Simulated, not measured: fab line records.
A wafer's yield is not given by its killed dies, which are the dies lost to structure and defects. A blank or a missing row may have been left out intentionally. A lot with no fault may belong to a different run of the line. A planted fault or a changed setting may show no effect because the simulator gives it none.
Split-lot experiment    flow n5Finfet    21 wafers read from 7 lots, route of 1938 steps

## SPLIT DETAILS
At N5_HKMG_FIN_COAT_43 (resist thk 90 nm), the setting spinRpm was moved away from the recipe's 1500 rpm on 7 of the 21 wafers read, by -8.5% to +7.5%. The other wafers ran this setting at the recipe's value.

## FROM THE SPLIT TO THE READING: what the file shows between them, 6 steps
- N5_HKMG_FIN_EBR_45
- N5_HKMG_FIN_SOFTBAKE_44: time 60 s
- N5_HKMG_FIN_EXPOSE_46: exposes mask NDIPOLE
- N5_HKMG_FIN_PEB_47: peb time 60 s
- N5_HKMG_FIN_DEVELOP_48: develop time 30 s
- N5_HKMG_FIN_DESCUM_53: chemistry O2, time 7.9 s

## THE READING
CAR-ArF_of_HKMG_FIN_COAT_43.thkNm (the simulator's own value, which no gauge read), in nm, at N5_HKMG_FIN_ETCH_54 (etches SiARC in CF4, target depth 45.5 nm, time 75.8 s). The file does not state a usual value for it. Average 51.2 nm, standard deviation 0.5 nm, over the 14 wafers here run with the recipe.

wafer   tool, chamber at the split  spinRpm as run, rpm  against the recipe  CAR-ArF_of_HKMG_FIN_COAT_43.thkNm, nm  against lot-mates on the recipe
L075.1  lithoTrack-05, 0            1500                 recipe              50.8                                   -
L075.4  lithoTrack-05, 0            1500                 recipe              51                                     -
L075.6  lithoTrack-05, 0            1500                 recipe              51                                     -
L077.1  lithoTrack-04, 0            1500                 recipe              50.6                                   -
L077.4  lithoTrack-04, 0            1500                 recipe              51                                     -
L077.5  lithoTrack-04, 0            1500                 recipe              50.8                                   -
L084.2  lithoTrack-04, 0            1613                 +7.5%               47.2                                   -3.8
L084.4  lithoTrack-04, 0            1500                 recipe              51                                     -
L084.6  lithoTrack-04, 0            1613                 +7.5%               47.4                                   -3.6
L090.1  lithoTrack-01, 0            1500                 recipe              51.2                                   -
L090.4  lithoTrack-01, 0            1500                 recipe              52.2                                   -
L090.5  lithoTrack-01, 0            1500                 recipe              52.4                                   -
L092.2  lithoTrack-05, 0            1372                 -8.5%               54.8                                   no lot-mate on the recipe
L092.3  lithoTrack-05, 0            1372                 -8.5%               53.4                                   no lot-mate on the recipe
L092.5  lithoTrack-05, 0            1372                 -8.5%               53.8                                   no lot-mate on the recipe
L095.2  lithoTrack-01, 0            1500                 recipe              51.2                                   -
L095.3  lithoTrack-01, 0            1500                 recipe              51.4                                   -
L095.6  lithoTrack-01, 0            1500                 recipe              51.4                                   -
L097.3  lithoTrack-04, 0            1407                 -6.2%               53.4                                   +2.6
L097.4  lithoTrack-04, 0            1500                 recipe              50.8                                   -
L097.6  lithoTrack-04, 0            1407                 -6.2%               54                                     +3.2

FIT RESULTS
A straight line over all 21 wafers: CAR-ArF_of_HKMG_FIN_COAT_43.thkNm changes by -0.405 nm for each +1% of spinRpm; r = -0.95; the points scatter about the line by 0.6 nm.
The same after taking each lot's own level away (the mean of its wafers on the recipe; 18 wafers): -0.481 nm for each +1%; r = -0.99; scatter 0.27 nm.
That fit puts the effect of the largest move of spinRpm on the reading at 4.1 nm.
Across the lots, their own levels run from 50.80 to 51.93 nm, a range of 2.3 times the standard deviation given above.
Hence the slope depends on the lot-to-lot level, as the two fits are not the same.
Check: with one of the wafers moved furthest among these (+7.5%) left out of the fit, the line predicts -3.56 nm for it against its lot-mates. It came out at -3.8 nm against them.

## OTHER SPLITS APPLIED TO THESE WAFERS
Before the reading, these wafers also passed through other splits. Each is held against what the fit with the lots' levels taken away leaves over:
other split on the same wafers  wafers away from the commonest value  r with CAR-ArF_of_HKMG_FIN_COAT_43.thkNm (lot level and that fit taken away)
N5_SD_EPI_P_EPI_21 tempC        6                                     -0.09
N5_HKMG_FIN_COAT_42 spinRpm     7                                     +0.57

## THE WHOLE CHAIN: every reading that the file lists as answering this split, in the file's order
step                    what it does                                            reading                                                                             change (the file's fit)                r (the file's)
N5_HKMG_FIN_COAT_43     resist thk 90 nm                                        CAR-ArF_of_HKMG_FIN_COAT_43.thkNm (the simulator's own value, which no gauge read)  -0.472 nm for each +1% of the setting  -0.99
N5_HKMG_FIN_DEVELOP_48  develop time 30 s                                       CAR-ArF_of_HKMG_FIN_COAT_43.thkNm (the simulator's own value, which no gauge read)  -0.459 nm for each +1% of the setting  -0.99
N5_HKMG_FIN_DESCUM_53   chemistry O2, time 7.9 s                                CAR-ArF_of_HKMG_FIN_COAT_43.thkNm (the simulator's own value, which no gauge read)  -0.451 nm for each +1% of the setting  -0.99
N5_HKMG_FIN_ETCH_54     etches SiARC in CF4, target depth 45.5 nm, time 75.8 s  CAR-ArF_of_HKMG_FIN_COAT_43.thkNm (the simulator's own value, which no gauge read)  -0.482 nm for each +1% of the setting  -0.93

## FILE'S OWN FIT
CAR-ArF_of_HKMG_FIN_COAT_43.thkNm changes by -0.482 nm for each +1% of spinRpm, r = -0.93.
